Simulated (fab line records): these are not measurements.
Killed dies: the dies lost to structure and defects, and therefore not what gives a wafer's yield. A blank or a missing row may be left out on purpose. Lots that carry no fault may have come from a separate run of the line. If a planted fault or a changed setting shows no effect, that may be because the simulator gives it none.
fab line records	flow nand-harc
[record] lots = 15	wafers = 42	last-day = 33
route steps=1302 shown A_SLIT@936 A_WL_FILL@952
lots that met no fault: from a run of the same line without faults
start-h: hours from the record's first day to the start of the lot's first wafer shown	wait-h: hours from the lot's prior step to this one	" same as the row above	L1.1+2: several wafers, shown together as one row	- no value present, or no start provided	* or withheld: withheld	< > ~ a bound
route shown NAME@n: a module of which the file shows steps, and the number in the route of the first	usual: mean/standard deviation of fault-free wafers	same: alike in all rows	chamber/n: place in a boat	sites: per-site readings	_std_site: the standard deviation of these	_edge_site: outer sites' mean less inner sites'	radius-mm: how far each site lies from the wafer's centre	mask NAME#n: copy n	behind: the last tool/chamber to shape the wafer	hold: why the lot went on hold/how many hours it stayed there/how the hold came to an end	device: which transistor (n, p or np) failed to switch	end of line: the same wafers' tests at the end of the route	a step without rows: its recipe alone	killed: the dies lost at the first sort to structure and to defects; this is not the yield of the wafer	map: dies across one wafer; x = killed, . = not, _ = none there
set.NAME: the setting the step ran with; set.NAME@STEP: the setting that earlier step ran with	model.NAME: the simulator's own value behind a step, which no gauge read
the route's steps for a sample of lots (tables are steps, rows are wafers)
services: when a tool's chamber went out of use (start-h, in hours from the record's first day, below 0 if earlier), for how many hours, and the reason
[[steps]]
[step NHARC_A_SLIT_DESCUM_14]
[recipe] time-s = 3	o2-flow-sccm = 200	ar-flow-sccm = 0	bias-power-w = 0	chemistry = O2
[usual] drypump-motor-current-A = 5.8/0.5	o2-flow-sccm = 200.0/0.72	oes-product-au = 1.001/0.014	rf-vpp-V = 57.8/0.76	showerhead-plenum-p-Torr = 1.91/0.075	throttle-valve-pct = 11.312/0.0077
lot.wafer	tool	chamber	start-h	wait-h	drypump-motor-current-A	o2-flow-sccm	oes-product-au	rf-hours-counter-h	rf-vpp-V	showerhead-plenum-p-Torr	throttle-valve-pct
L559.2	rie-diel-08	1	453.75	0.1	5.2	199.9	1.000	5.0	56.9	2.02	11.302
L559.3	"	0	"	"	5.4	200.6	1.006	4.2	56.7	1.82	11.320
L559.5	"	1	"	"	5.2	200.7	0.990	-	57.2	2.02	11.314
L560.2	rie-diel-08	0	478.23	0.1	5.3	201.1	1.017	6.0	56.7	1.82	11.308
L560.4	"	3	"	"	6.5	199.3	1.002	6.7	58.6	1.88	11.317
L560.5	"	1	"	"	5.2	199.9	0.993	-	57.4	2.02	11.306
L563.1	rie-diel-08	0	479.31	0.1	5.3	199.7	1.020	6.5	56.7	1.82	11.298
L563.3	"	1	"	"	5.2	200.2	1.000	7.6	58.6	2.02	11.314
L563.5	"	3	"	"	6.5	199.5	1.008	-	57.9	1.88	11.319
L566.2	rie-diel-07	0	532.17	0.1	5.6	199.7	0.997	2.2	59.1	1.98	11.300
L566.3	"	1	"	"	6.0	200.0	1.022	2.1	58.3	2.02	11.304
L566.6	"	2	"	"	6.3	199.3	1.009	-	58.1	1.93	11.318
L570.3	rie-diel-08	3	559.42	0.1	6.5	200.0	1.012	0.2	58.3	1.88	11.311
L570.6	"	0	"	"	5.4	199.4	0.963	-	59.5	1.82	11.316
L568.3	rie-diel-08	3	562.89	0.1	6.5	200.6	1.010	1.1	58.2	1.88	11.320
L568.1	"	1	"	"	5.2	199.5	0.998	0.6	58.7	2.02	11.302
L573.1	rie-diel-04	1	579.11	0.1	6.2	200.2	0.983	2.4	57.9	1.92	11.307
L573.3	"	2	"	"	6.2	199.7	1.003	2.2	57.4	1.85	11.317
L574.3	rie-diel-07	0	579.73	0.1	5.6	199.2	1.002	5.2	57.0	1.97	11.301
L574.5	"	0	"	"	5.6	200.1	1.006	-	56.9	1.98	11.308
L574.6	"	1	"	"	6.0	199.4	1.013	-	57.2	2.02	11.316
L576.1	rie-diel-08	3	620.93	0.1	6.5	199.8	1.015	3.9	57.0	1.88	11.307
L576.2	"	2	"	"	5.0	199.9	1.015	2.7	57.4	1.86	11.315
L576.6	"	0	"	"	5.3	199.2	1.002	-	56.6	1.82	11.321
L577.4	rie-diel-07	3	621.08	0.1	6.1	200.8	1.017	7.6	57.2	1.78	11.305
L577.1	"	0	"	"	5.6	198.8	1.009	7.7	58.8	1.97	11.320
L577.6	"	3	"	"	6.1	199.5	1.016	-	57.9	1.78	11.305
L578.1	rie-diel-07	1	646.56	0.1	6.0	200.3	1.017	9.8	58.7	2.02	11.310
L578.2	"	2	"	"	6.3	200.4	1.005	9.3	58.5	1.93	11.314
L578.6	"	1	"	"	6.0	200.2	1.011	-	59.5	2.02	11.327
L579.1	rie-diel-04	3	646.90	0.1	5.4	199.8	0.999	3.4	57.9	1.91	11.322
L579.2	"	1	"	"	6.2	200.2	0.990	4.8	58.0	1.92	11.305
L579.6	"	0	"	"	5.8	200.2	0.959	-	57.7	1.95	11.315
L581.3	rie-diel-04	0	647.05	0.1	5.8	200.1	0.968	3.5	57.7	1.95	11.305
L581.2	"	3	"	"	5.4	200.0	0.989	3.4	58.4	1.91	11.300
L581.5	"	0	"	"	5.8	199.6	0.960	-	58.1	1.95	11.311
L580.3	rie-diel-04	0	650.55	0.1	5.8	200.8	0.965	4.5	57.3	1.95	11.317
L580.6	"	2	"	"	6.2	200.6	1.017	-	57.1	1.85	11.309
L580.5	"	3	"	"	5.3	199.9	1.003	-	58.1	1.91	11.312
L582.4	rie-diel-07	0	682.06	0.1	5.6	198.2	0.994	0.8	57.8	1.97	11.323
L582.3	"	1	"	"	6.0	200.3	1.005	0.9	58.5	2.02	11.298
L582.6	"	3	"	"	6.1	199.1	0.990	-	56.3	1.78	11.309
[step NHARC_A_SLIT_ETCH_24]
[recipe] target-depth-a = 1210	time-s = 60.5	cf4-flow-sccm = 100	chf3-flow-sccm = 30	ar-flow-sccm = 0	rf-w = 500	bias-w = 200	chemistry = CF4/CHF3
[usual] drypump-motor-current-A = 5.8/0.49	oes-product-au = 0.961/0.019	rf-vpp-V = 370.5/2.1	showerhead-plenum-p-Torr = 1.57/0.06	throttle-valve-pct = 16.803/0.0096
lot.wafer	tool	chamber	start-h	wait-h	drypump-motor-current-A	oes-product-au	rf-hours-counter-h	rf-vpp-V	showerhead-plenum-p-Torr	throttle-valve-pct
L559.2	rie-diel-08	3	453.84	0.1	6.5	0.973	4.0	370.3	1.55	16.797
L559.3	"	1	"	"	5.2	0.940	5.0	373.0	1.66	16.824
L559.5	"	3	"	"	6.5	0.974	-	370.5	1.55	16.801
L560.4	rie-diel-08	2	478.32	0.1	4.9	0.960	7.8	371.0	1.53	16.798
L560.2	"	3	"	"	6.5	0.947	6.7	370.6	1.55	16.800
L560.5	"	0	"	"	5.3	0.952	-	369.1	1.50	16.814
L563.1	rie-diel-08	2	479.38	0.1	4.9	0.957	8.8	368.1	1.53	16.819
L563.3	"	3	"	"	6.5	0.959	7.6	369.4	1.55	16.815
L563.5	"	2	"	"	4.9	0.952	-	370.3	1.53	16.807
L566.3	rie-diel-07	2	532.24	0.1	6.2	0.953	2.0	370.2	1.59	16.794
L566.2	"	0	"	"	5.6	0.953	2.2	372.8	1.62	16.804
L566.6	"	2	"	"	6.3	0.958	-	372.4	1.59	16.810
L570.3	rie-diel-08	0	559.51	0.1	5.3	0.937	0.1	369.1	1.50	16.783
L570.6	"	3	"	"	6.5	0.974	-	369.0	1.55	16.812
L568.1	rie-diel-08	0	562.96	0.1	5.3	0.960	1.0	367.7	1.50	16.812
L568.3	"	2	"	"	4.9	0.977	0.7	371.4	1.53	16.793
L573.3	rie-diel-04	3	579.19	0.1	5.3	0.966	1.5	370.0	1.57	16.794
L573.1	"	0	"	"	5.8	0.930	1.5	369.6	1.60	16.806
L574.3	rie-diel-07	3	579.82	0.1	6.1	0.961	5.4	365.5	1.47	16.804
L574.5	"	2	"	"	6.3	0.957	-	370.8	1.59	16.799
L574.6	"	3	"	"	6.1	0.964	-	365.3	1.47	16.796
L576.2	rie-diel-08	3	621.01	0.1	6.5	0.982	3.9	370.2	1.55	16.810
L576.1	"	0	"	"	5.3	0.963	3.9	368.6	1.50	16.804
L576.6	"	0	"	"	5.3	0.957	-	367.5	1.50	16.813
L577.4	rie-diel-07	0	621.17	0.1	5.6	0.963	7.7	372.0	1.62	16.799
L577.1	"	2	"	"	6.3	0.987	8.0	370.7	1.58	16.793
L577.6	"	1	"	"	6.0	0.995	-	373.2	1.66	16.798
L578.2	rie-diel-07	2	646.64	0.1	6.2	0.964	9.4	371.3	1.59	16.816
L578.1	"	3	"	"	6.1	0.990	8.5	365.7	1.47	16.814
L578.6	"	2	"	"	6.2	0.960	-	372.4	1.58	16.797
L579.2	rie-diel-04	2	646.99	0.1	6.2	1.007	4.5	368.8	1.52	16.793
L579.1	"	3	"	"	5.3	0.946	3.4	370.3	1.57	16.815
L579.6	"	2	"	"	6.2	0.996	-	368.9	1.52	16.785
L581.3	rie-diel-04	3	647.78	0.7	5.4	0.955	3.8	371.0	1.57	16.796
L581.2	"	1	"	"	6.3	0.927	5.7	370.6	1.58	16.788
L581.5	"	3	"	"	5.4	0.961	-	371.1	1.57	16.806
L580.3	rie-diel-04	2	650.62	0.1	6.2	0.973	6.3	369.0	1.52	16.810
L580.6	"	2	"	"	6.2	0.980	-	369.8	1.52	16.800
L580.5	"	3	"	"	5.4	0.950	-	369.7	1.57	16.796
L582.3	rie-diel-07	3	682.13	0.1	6.1	0.924	1.2	367.9	1.47	16.808
L582.4	"	0	"	"	5.6	0.924	0.8	373.1	1.62	16.801
L582.6	"	0	"	"	5.6	0.927	-	373.5	1.62	16.794
[step NHARC_A_WL_FILL_ALD_00]
[recipe] target-thk-a = 30	pulse-time-s = 3	ald-cycles = 30	temp-c = 300	material = Al2O3
[usual] ald-cycles = 30/0	heater-power-w = 465/37	precursor-pulse-height-rel = 1.000/0.02
lot.wafer	tool	chamber	start-h	wait-h	ald-cycles	heater-power-w	precursor-pulse-height-rel
L559.3	ald-hk-03	1	469.41	0.1	30	411	0.978
L559.2	"	0	"	"	30	479	0.989
L559.5	"	1	"	"	30	405	1.007
L560.2	ald-hk-02	0	493.49	0.1	30	479	1.004
L560.4	"	1	"	"	30	458	0.989
L560.5	"	0	"	"	30	478	1.009
L563.3	ald-hk-03	2	493.56	0.1	30	411	0.968
L563.1	"	0	"	"	30	475	1.036
L563.5	"	1	"	"	30	412	1.040
L566.2	ald-hk-03	3	543.96	0.2	30	478	1.014
L566.3	"	0	"	"	30	490	0.974
L566.6	"	2	"	"	30	421	0.992
L570.3	ald-hk-04	3	572.35	0.1	40	445	1.010
L570.6	"	1	"	"	40	461	1.023
L568.3	ald-hk-04	1	576.06	0.1	40	457	0.988
L568.1	"	2	"	"	30	521	1.007
L573.3	ald-hk-04	1	592.29	0.1	40	464	1.040
L573.1	"	2	"	"	30	530	0.984
L574.3	ald-hk-02	2	596.51	0.1	30	496	0.975
L574.6	"	2	"	"	30	491	0.998
L574.5	"	3	"	"	30	474	1.033
L577.1	ald-hk-02	2	634.48	0.1	30	505	1.004
L577.4	"	3	"	"	30	457	1.015
L577.6	"	2	"	"	30	480	1.018
L576.2	ald-hk-03	2	634.50	0.1	30	421	1.001
L576.1	"	1	"	"	30	421	1.040
L576.6	"	2	"	"	30	412	0.972
L579.1	ald-hk-03	2	659.48	0.1	30	421	1.020
L579.2	"	3	"	"	30	524	0.991
L579.6	"	1	"	"	30	430	0.983
L578.1	ald-hk-02	2	659.59	0.2	30	496	1.002
L578.2	"	3	"	"	30	459	0.992
L578.6	"	1	"	"	30	491	1.004
L580.3	ald-hk-03	1	663.32	0.1	30	428	0.969
L580.6	"	0	"	"	30	485	1.004
L580.5	"	1	"	"	30	418	0.982
L581.3	ald-hk-04	3	663.33	0.1	30	455	0.999
L581.2	"	1	"	"	30	455	1.006
L581.5	"	3	"	"	30	459	1.003
L582.4	ald-hk-03	2	695.09	0.1	30	414	0.956
L582.3	"	3	"	"	30	521	1.035
L582.6	"	1	"	"	30	423	0.982
[step NHARC_A_WL_FILL_RTA_01]
[recipe] temp-c = 1000	time-s = 5
[usual] anneal-temp-c-max = 1007.2/1.5	lamp-power-pct = 28/3.2	lamp_zone_3_pct = 28/3.2	lamp_zone_7_pct = 28/3.2	wafer_temp_C_max = 1005.1/1.8
lot.wafer	tool	chamber	start-h	wait-h	anneal-temp-c-max	lamp-power-pct	lamp_zone_3_pct	lamp_zone_7_pct	wafer_temp_C_max
L559.2	rtp-anneal-01	0	469.71	-	1006.5	25	25	26	1002.9
L559.3	"	0	"	"	1009.0	25	25	26	1003.5
L559.5	"	0	"	"	1008.4	25	25	26	1003.8
L560.2	rtp-anneal-01	0	493.77	-	1009.2	25	25	26	1003.5
L560.4	"	0	"	"	1007.9	25	25	26	1005.6
L560.5	"	0	"	"	1008.2	25	25	26	1004.5
L563.1	rtp-anneal-02	0	493.88	-	1006.8	32	32	32	1006.5
L563.3	"	0	"	"	1005.9	32	32	33	1007.3
L563.5	"	0	"	"	1005.7	32	32	33	1008.0
L566.2	rtp-anneal-02	0	544.24	-	1006.0	32	32	33	1007.6
L566.3	"	0	"	"	1004.8	32	32	32	1006.7
L566.6	"	0	"	"	1004.4	32	32	33	1008.8
L570.3	rtp-anneal-01	0	572.59	-	1007.4	25	25	26	1003.8
L570.6	"	0	"	"	1009.5	25	25	26	1004.5
L568.1	rtp-anneal-01	0	576.33	-	1006.7	25	25	26	1004.2
L568.3	"	0	"	"	1007.2	25	25	26	1003.4
L573.1	rtp-anneal-01	0	592.53	-	1008.8	25	25	26	1004.8
L573.3	"	0	"	"	1010.6	25	25	26	1005.0
L574.3	rtp-anneal-01	0	596.83	-	1009.0	25	25	26	1004.1
L574.5	"	0	"	"	1007.1	25	25	26	1003.3
L574.6	"	0	"	"	1009.0	25	25	26	1003.7
L577.1	rtp-anneal-02	0	634.75	-	1006.5	32	32	32	1008.1
L577.4	"	0	"	"	1005.4	32	32	32	1005.7
L577.6	"	0	"	"	1005.5	32	32	33	1009.5
L576.1	rtp-anneal-01	0	634.76	-	1006.1	25	25	26	1005.4
L576.2	"	0	"	"	1007.5	25	25	26	1005.7
L576.6	"	0	"	"	1007.7	25	25	26	1005.8
L579.1	rtp-anneal-02	0	659.72	-	1004.7	32	32	33	1005.5
L579.2	"	0	"	"	1005.6	32	32	33	1006.3
L579.6	"	0	"	"	1005.4	32	32	33	1006.8
L578.1	rtp-anneal-01	0	660.24	0.5	1009.7	25	25	26	1003.3
L578.2	"	0	"	"	1010.7	25	25	26	1003.9
L578.6	"	0	"	"	1009.1	25	25	26	1003.4
L581.2	rtp-anneal-02	0	663.59	-	1005.9	32	32	33	1008.9
L581.3	"	0	"	"	1006.1	32	32	32	1007.6
L581.5	"	0	"	"	1005.5	32	32	33	1010.1
L580.3	rtp-anneal-01	0	663.73	-	1007.4	25	25	26	1003.6
L580.5	"	0	"	"	1006.7	25	25	26	1002.3
L580.6	"	0	"	"	1006.3	25	25	26	1003.6
L582.3	rtp-anneal-01	0	695.35	-	1006.9	25	25	26	1004.4
L582.4	"	0	"	"	1007.7	25	25	26	1003.3
L582.6	"	0	"	"	1006.9	25	25	26	1002.4
[[services]]
tool	chamber	start-h	hours	kind
ald-hk-04	-	438.58	10.0	pm
rie-diel-08	1	439.52	2.3	repair
rie-diel-08	0	450.36	-	clean
rie-diel-08	1	450.36	-	clean
rie-diel-08	2	450.36	-	clean
rie-diel-08	3	450.36	-	clean
rie-diel-07	-	471.20	9.0	pm
rie-diel-08	0	475.00	-	clean
rie-diel-08	1	496.88	5.6	repair
ald-hk-03	-	505.79	0.3	repair
ald-hk-02	-	527.53	10.0	pm
rie-diel-04	3	528.86	2.1	repair
rie-diel-04	-	532.47	9.0	pm
rie-diel-07	0	540.99	22.8	repair
rie-diel-08	-	544.86	9.0	pm
rie-diel-04	0	550.69	6.5	repair
ald-hk-03	-	571.75	10.0	pm
rie-diel-07	3	605.42	1.2	repair
ald-hk-04	-	617.21	10.0	pm
rie-diel-07	3	640.16	6.0	repair
rie-diel-07	-	648.20	9.0	pm
rie-diel-04	0	662.21	1.2	repair
rie-diel-07	1	687.52	5.9	repair
rie-diel-08	-	693.22	1.1	repair
[[key]]
[first-sign] step = NHARC_A_WL_FILL_ALD_00	reading = ald-cycles	direction = up	sigmas = 99+	usual = 30	struck = 40
effect none on later readings
met-at NHARC_A_WL_FILL_ALD_00
struck-lots L568,L570,L573
struck-wafers L568.3,L570.3,L570.6,L573.3
later-rows-left-out L570.6
sort-left-out L568.3,L570.3,L570.6,L573.3
tester-left-out L568,L570,L573
not-acting-at NHARC_A_SLIT_DESCUM_14,NHARC_A_SLIT_ETCH_24,NHARC_A_WL_FILL_RTA_01
[fault] kind = process-parameter-drift	tool = ald-hk-04	chamber = -	onset-h = 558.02	steps = NHARC_A_WL_FILL_ALD_00	channel = ald-cycles	offset = 10	shape = step	end-h = 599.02	scope = struck-wafers-only	acts-in = these-recipes-only	stated = 30
// tester-left-out: of these lots the tester's yield and bins aren't shown, on N5 and GAA mostly nor the transistor test; their killed dies are dies lost to structure and defects alone, not to doping, threshold or leakage, so they don't give the yield
// sort-left-out: the simulated sort isn't trusted on such a fault, so these wafers' sort isn't shown, and their yield isn't known
// later-rows-left-out: the simulator's readings of these wafers behind a module that went badly wrong aren't trusted and aren't shown, but for the sort
